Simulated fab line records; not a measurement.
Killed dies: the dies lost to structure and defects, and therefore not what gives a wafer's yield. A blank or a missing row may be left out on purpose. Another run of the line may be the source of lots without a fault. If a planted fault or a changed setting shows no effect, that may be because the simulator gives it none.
8D (eight disciplines) problem report, filled in by code    flow n5Finfet    the parts of the form that need people (team, actions taken, sign-off) are left out

## 1. WHAT WENT WRONG
A mean of 52.90 W is read at N5_BEOL_M7_ETCH_41 for biasW, taken on 1 wafer of 1 lot, against 74.99 W (standard deviation 0.23) on wafers free of any fault. Relative to the usual mean, that is a shift of -96 standard deviations.
The step: etches SiCN in CH3F/O2, target depth 31.9 nm, time 57.8 s.
First seen on wafer L949.2, day 14 18:25, on rieDiel-06. The record has a number at this step for 15 wafers belonging to 5 lots. Rule for "out", or "out of limits": more than 4 standard deviations from the usual mean. All remaining wafers that have a number are taken as sound.

## 2. WHAT IT IS, WHAT IT ISN'T
question                     is                 is not
which readings at this step  biasW, rfVppV      drypumpMotorCurrentA, oesProductAu, showerheadPlenumPTorr, throttleValvePct
which lots                   L949               L941, L944, L953, L955
which wafers of those lots   L949.2             L949.1, L949.6
read on which tools          rieDiel-06         rieDiel-02, rieDiel-03
when                         from day 14 18:25  up to then (11 sound wafers); but 3 sound wafers of L953 came after

## 3. THE SUSPECTS, EACH WITH WHAT RULES IT OUT
Counting: any tool at a process step up to the reading remains a suspect provided it ran every lot that is out. Sound lots after the first of them don't rule it out here, since some wafers of a struck lot are sound.
- rieDiel-06 at N5_BEOL_M7_ETCH_72 (etches underlayer in N2/H2, target depth 6.5 nm, time 5.2 s): kept. It processed L949, the lot that is out, at day 14 18:10, and its most recent sound lot before then was L944 at day 10 22:29.
- rieDiel-06 at N5_BEOL_M7_ETCH_65 (etches SiARC in CF4, target depth 15.6 nm, time 26 s): kept. It processed L949, the lot that is out, at day 14 18:10, and its most recent sound lot before then was L944 at day 10 22:30.
- rieDiel-06 at N5_BEOL_M7_ETCH_66 (etches SOC in N2/H2, target depth 80 nm, overetch 16 nm, time 120 s): kept. It processed L949, the lot that is out, at day 14 18:12, and its most recent sound lot before then was L944 at day 10 22:32.
- rieDiel-06 at N5_BEOL_M7_STRIP_36 (strips in N2/H2): kept. It processed L949, the lot that is out, at day 14 18:21, and its most recent sound lot before then was L944 at day 10 22:41.
- rieDiel-06 at N5_BEOL_M7_ETCH_41 (etches SiCN in CH3F/O2, target depth 31.9 nm, time 57.8 s): kept. It processed L949, the lot that is out, at day 14 18:25, and its most recent sound lot before then was L944 at day 10 22:45. On those wafers its own readings are out: biasW, rfVppV.
- rieDiel-06, N5_BEOL_M7_ETCH_72: wafers that are out in chamber 2, sound lot-mates in chambers 1, 3.
- rieDiel-06, N5_BEOL_M7_ETCH_65: wafers that are out in chamber 2, sound lot-mates in chambers 1, 3.
- rieDiel-06, N5_BEOL_M7_ETCH_66: wafers that are out in chamber 2, sound lot-mates in chambers 1, 3.
- rieDiel-06, N5_BEOL_M7_STRIP_36: wafers that are out in chamber 2, sound lot-mates in chambers 1, 3.
- rieDiel-06, N5_BEOL_M7_ETCH_41: wafers that are out in chamber 2, sound lot-mates in chambers 1, 3.
Left after counting: rieDiel-06 at N5_BEOL_M7_ETCH_72, rieDiel-06 at N5_BEOL_M7_ETCH_65, rieDiel-06 at N5_BEOL_M7_ETCH_66, rieDiel-06 at N5_BEOL_M7_STRIP_36, rieDiel-06 at N5_BEOL_M7_ETCH_41.

## 4. THE CAUSE (what the simulator had put in)
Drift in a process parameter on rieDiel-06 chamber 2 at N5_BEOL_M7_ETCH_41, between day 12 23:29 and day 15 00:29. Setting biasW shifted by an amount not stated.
Counting leaves 5 suspects; this tool is one of them.

## 5. THE CHAIN OF EFFECTS, in route order
Rows list readings where the struck wafers' mean (over those with a number) sits beyond 3 standard deviations from the usual. Only readings for which the record gives a usual standard deviation are gone through. hours: the time from each lot's start at the first step in this table that gives one to its start at this step, as a median over the lots. sigmas: the change in usual standard deviations.
hours  step                reading  usual    on struck wafers  change  sigmas
0      N5_BEOL_M7_ETCH_41  biasW    74.99 W  52.90             -22.09  -96
0      N5_BEOL_M7_ETCH_41  rfVppV   297.5 V  236.5             -61.0   -36
Process steps it contains:
- N5_BEOL_M7_ETCH_41: etches SiCN in CH3F/O2, target depth 31.9 nm, time 57.8 s.

## 6. WHAT WOULD HAVE CAUGHT IT SOONER
In this record no reading fell out of limits until day 14 18:25, 43 hours after the fault had begun at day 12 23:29.
